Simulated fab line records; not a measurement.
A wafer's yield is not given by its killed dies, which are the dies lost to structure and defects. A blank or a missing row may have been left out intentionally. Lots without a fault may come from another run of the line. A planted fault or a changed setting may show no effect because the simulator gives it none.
Which of the tools did it? || flow n5 finfet || 11 lots, 33 wafers sampled, at 4 steps of a route of 1938

WHAT THE GAUGES SHOWED, per wafer
N5_BEOL_M11_OCD_MEAS_38.
{"lot": "L980", "measured": "day 11 03:57", "on": "ocd-01", "trench depth nm (nm)": "142 149 152"}
{"lot": "L983", "measured": "day 11 04:11", "on": "ocd-01", "trench depth nm (nm)": "148 146 148"}
{"lot": "L981", "measured": "day 11 04:25", "on": "ocd-02", "trench depth nm (nm)": "150 148 150"}
{"lot": "L982", "measured": "day 11 04:55", "on": "ocd-01", "trench depth nm (nm)": "145 147 151"}
{"lot": "L986", "measured": "day 11 23:10", "on": "ocd-02", "trench depth nm (nm)": "147 150 150"}
{"lot": "L984", "measured": "day 11 23:20", "on": "ocd-01", "trench depth nm (nm)": "144 147 149"}
{"lot": "L991", "measured": "day 13 12:42", "on": "ocd-02", "trench depth nm (nm)": "132 152 123"}
{"lot": "L993", "measured": "day 14 03:46", "on": "ocd-02", "trench depth nm (nm)": "149 129 132"}
{"lot": "L999", "measured": "day 15 10:24", "on": "ocd-01", "trench depth nm (nm)": "152 151 152"}
{"lot": "L101", "measured": "day 16 03:25", "on": "ocd-02", "trench depth nm (nm)": "151 155 149"}
{"lot": "L103", "measured": "day 16 20:56", "on": "ocd-01", "trench depth nm (nm)": "150 149 155"}

TOOL THAT RAN EACH LOT (tool first, then ch and the chambers of the sampled wafers, then the start)
{"lot": "L980", "N5_BEOL_M11_ETCH_61": "rie diel-05 ch 0,2,3, day 11 02:23", "N5_BEOL_M11_ETCH_65": "rie diel-01 ch 1,2,3, day 11 03:29", "N5_BEOL_M11_TRENCH_ETCH_37": "rie diel-01 ch 1,2,3, day 11 03:46"}
{"lot": "L983", "N5_BEOL_M11_ETCH_61": "rie diel-06 ch 0,2,3, day 11 02:38", "N5_BEOL_M11_ETCH_65": "rie diel-06 ch 0,1,3, day 11 03:43", "N5_BEOL_M11_TRENCH_ETCH_37": "rie diel-06 ch 0,1,3, day 11 04:00"}
{"lot": "L981", "N5_BEOL_M11_ETCH_61": "rie diel-05 ch 0,1, day 11 02:49", "N5_BEOL_M11_ETCH_65": "rie diel-01 ch 0,3, day 11 03:58", "N5_BEOL_M11_TRENCH_ETCH_37": "rie diel-01 ch 0,3, day 11 04:14"}
{"lot": "L982", "N5_BEOL_M11_ETCH_61": "rie diel-06 ch 0,1,3, day 11 03:28", "N5_BEOL_M11_ETCH_65": "rie diel-06 ch 0,2,3, day 11 04:27", "N5_BEOL_M11_TRENCH_ETCH_37": "rie diel-06 ch 0,2,3, day 11 04:43"}
{"lot": "L986", "N5_BEOL_M11_ETCH_61": "rie diel-06 ch 0,3, day 11 20:16", "N5_BEOL_M11_ETCH_65": "rie diel-01 ch 0,3, day 11 22:43", "N5_BEOL_M11_TRENCH_ETCH_37": "rie diel-01 ch 0,3, day 11 22:59"}
{"lot": "L984", "N5_BEOL_M11_ETCH_61": "rie diel-06 ch 0,2,3, day 11 21:34", "N5_BEOL_M11_ETCH_65": "rie diel-06 ch 0,2,3, day 11 22:53", "N5_BEOL_M11_TRENCH_ETCH_37": "rie diel-06 ch 0,2,3, day 11 23:09"}
{"lot": "L991", "N5_BEOL_M11_ETCH_61": "rie diel-05 ch 0,1,2, day 13 11:14", "N5_BEOL_M11_ETCH_65": "rie diel-01 ch 1,2, day 13 12:14", "N5_BEOL_M11_TRENCH_ETCH_37": "rie diel-01 ch 1,2, day 13 12:31"}
{"lot": "L993", "N5_BEOL_M11_ETCH_61": "rie diel-06 ch 0,2,3, day 13 23:45", "N5_BEOL_M11_ETCH_65": "rie diel-01 ch 0,2,3, day 14 03:19", "N5_BEOL_M11_TRENCH_ETCH_37": "rie diel-01 ch 0,2,3, day 14 03:35"}
{"lot": "L999", "N5_BEOL_M11_ETCH_61": "rie diel-05 ch 1,2, day 15 08:55", "N5_BEOL_M11_ETCH_65": "rie diel-06 ch 1,2, day 15 09:56", "N5_BEOL_M11_TRENCH_ETCH_37": "rie diel-06 ch 1,2, day 15 10:13"}
{"lot": "L101", "N5_BEOL_M11_ETCH_61": "rie diel-05 ch 0,2,3, day 15 23:51", "N5_BEOL_M11_ETCH_65": "rie diel-05 ch 0,3, day 16 02:57", "N5_BEOL_M11_TRENCH_ETCH_37": "rie diel-05 ch 0,3, day 16 03:14"}
{"lot": "L103", "N5_BEOL_M11_ETCH_61": "rie diel-06 ch 1,3, day 16 18:08", "N5_BEOL_M11_ETCH_65": "rie diel-05 ch 0,1,2, day 16 20:28", "N5_BEOL_M11_TRENCH_ETCH_37": "rie diel-05 ch 0,1,2, day 16 20:45"}
- N5_BEOL_M11_ETCH_61: etches SiARC in CF4, target depth 39 nm, time 65 s.
- N5_BEOL_M11_ETCH_65: etches SiARC in CF4, target depth 39 nm, time 65 s.
- N5_BEOL_M11_TRENCH_ETCH_37: etches SiCOH lowk in C4F6/O2, target depth 148.83 nm, time 48 s.

THE ANSWER, worked out from the rows above alone
Rule: what is usual is taken from the lots themselves. The widest of any qualifying gaps counts: lots, ordered by their means at a reading, are off when they make up no more than a third of the lots, leave a main group of 4 or more, and stand apart from it by 3 or more times the standard deviation of that group's means. Not used: any main group whose means are identical at the precision the tables above print for the reading. A lot without any number at a reading at which 4 lots or more have one is off too. Any other lot the step has rows for is counted as sound.
Off at N5_BEOL_M11_OCD_MEAS_38 (trench depth nm): L991, L993. Main group: mean 149 nm, sd 1.9.
A tool fits if, at a process step before that reading, it ran every lot that is off, and no sound lot after the first of them. Gauges at N5_BEOL_M11_OCD_MEAS_38: tried the same way as those tools. One candidate fits, namely rie diel-01 at N5_BEOL_M11_ETCH_65 and N5_BEOL_M11_TRENCH_ETCH_37. At N5_BEOL_M11_ETCH_65 its last sound lot is L986 (day 11 22:43), its first lot that is off L991 (day 13 12:14): a fault that began between those two fits.

WHAT HAD BEEN PUT IN BY THE SIMULATOR
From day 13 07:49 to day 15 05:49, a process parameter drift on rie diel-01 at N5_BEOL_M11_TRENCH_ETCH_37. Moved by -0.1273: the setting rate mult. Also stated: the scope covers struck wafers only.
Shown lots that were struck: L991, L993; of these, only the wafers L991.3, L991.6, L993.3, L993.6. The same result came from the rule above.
